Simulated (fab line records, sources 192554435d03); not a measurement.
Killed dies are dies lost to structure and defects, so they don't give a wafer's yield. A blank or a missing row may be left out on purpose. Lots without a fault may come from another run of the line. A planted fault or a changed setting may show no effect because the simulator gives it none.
Split-lot experiment | flow n5_finfet | 7 lots, 21 wafers read, on a route of 1938 steps

THE SPLIT
At N5_BEOL_M11_PEB_26 (peb time 60 s), the setting peb_time_s was moved away from the recipe's 60 s on 9 of the 21 wafers read, by -14.2% to +21.5%. The other wafers ran this setting at the recipe's value.

FROM THE SPLIT TO THE READING: what the file shows between them, 1 step
- N5_BEOL_M11_DEVELOP_27: develop time 30 s

THE READING
cd_nm, in nm, at N5_BEOL_M11_CD_MEAS_28 (target cd 70 nm). Fault-free wafers of this fab line usually give 70.1 nm, standard deviation 0.94 nm.

wafer  | tool, chamber at the split | peb_time_s as run, s | against the recipe | cd_nm, nm | against lot-mates on the recipe
L076.1 | litho_track-01, 0          | 60                   | recipe             | 69.1      | -
L076.3 | litho_track-01, 0          | 72.87                | +21.5%             | 77.7      | +8.6
L076.5 | litho_track-01, 0          | 72.87                | +21.5%             | 78.3      | +9.2
L080.2 | litho_track-03, 0          | 60                   | recipe             | 67.7      | -
L080.4 | litho_track-03, 0          | 51.47                | -14.2%             | 62.2      | -5.5
L080.6 | litho_track-03, 0          | 51.47                | -14.2%             | 61.0      | -6.7
L078.4 | litho_track-01, 0          | 60                   | recipe             | 70.5      | -
L078.5 | litho_track-01, 0          | 60                   | recipe             | 71.1      | -
L078.6 | litho_track-01, 0          | 60                   | recipe             | 69.8      | -
L081.4 | litho_track-03, 0          | 60                   | recipe             | 70.6      | -
L081.5 | litho_track-03, 0          | 60                   | recipe             | 69.2      | -
L081.6 | litho_track-03, 0          | 60                   | recipe             | 70.6      | -
L084.1 | litho_track-03, 0          | 60                   | recipe             | 70.1      | -
L084.4 | litho_track-03, 0          | 55.29                | -7.9%              | 66.5      | -3.7
L084.6 | litho_track-03, 0          | 60                   | recipe             | 70.2      | -
L086.2 | litho_track-03, 0          | 52.1                 | -13.2%             | 63.1      | -6.8
L086.5 | litho_track-03, 0          | 52.1                 | -13.2%             | 65.3      | -4.6
L086.6 | litho_track-03, 0          | 60                   | recipe             | 69.9      | -
L092.2 | litho_track-04, 0          | 60                   | recipe             | 69.5      | -
L092.3 | litho_track-04, 0          | 55.67                | -7.2%              | 65.8      | -3.7
L092.4 | litho_track-04, 0          | 55.67                | -7.2%              | 66.3      | -3.2

THE FIT
A straight line over all 21 wafers: cd_nm changes by +0.437 nm for each +1% of peb_time_s; r = +0.97; the points scatter about the line by 1.1 nm.
The same after taking each lot's own level away (the mean of its wafers on the recipe; 21 wafers): +0.425 nm for each +1%; r = +0.99; scatter 0.56 nm.
On that fit, the largest move of peb_time_s shifts the reading by 9.1 nm.
The lots' own levels span 67.70 to 70.47 nm, that is 2.9 times the standard deviation above.
So the lot-to-lot level changes the slope little: the two slopes agree.
Check: with one of the wafers moved furthest among these (+21.5%) left out of the fit, the line predicts +9.26 nm for it against its lot-mates. It came out at +8.6 nm against them.

OTHER SPLITS ON THESE WAFERS
These wafers also went through other splits before the reading. Each is held against what the fit with the lots' levels taken away leaves over:
other split on the same wafers | wafers away from the commonest value | r with cd_nm (lot level and that fit taken away)
N5_BEOL_M9_EXPOSE_25 dose_mj   | 4                                    | -0.17
N5_BEOL_M10_COAT_60 spin_rpm   | 6                                    | -0.15
N5_BEOL_M10_ETCH_62 time_s     | 8                                    | -0.21
N5_BEOL_M11_COAT_22 spin_rpm   | 6                                    | +0.02

THE FILE'S OWN FIT
cd_nm changes by +0.427 nm for each +1% of peb_time_s, r = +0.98.
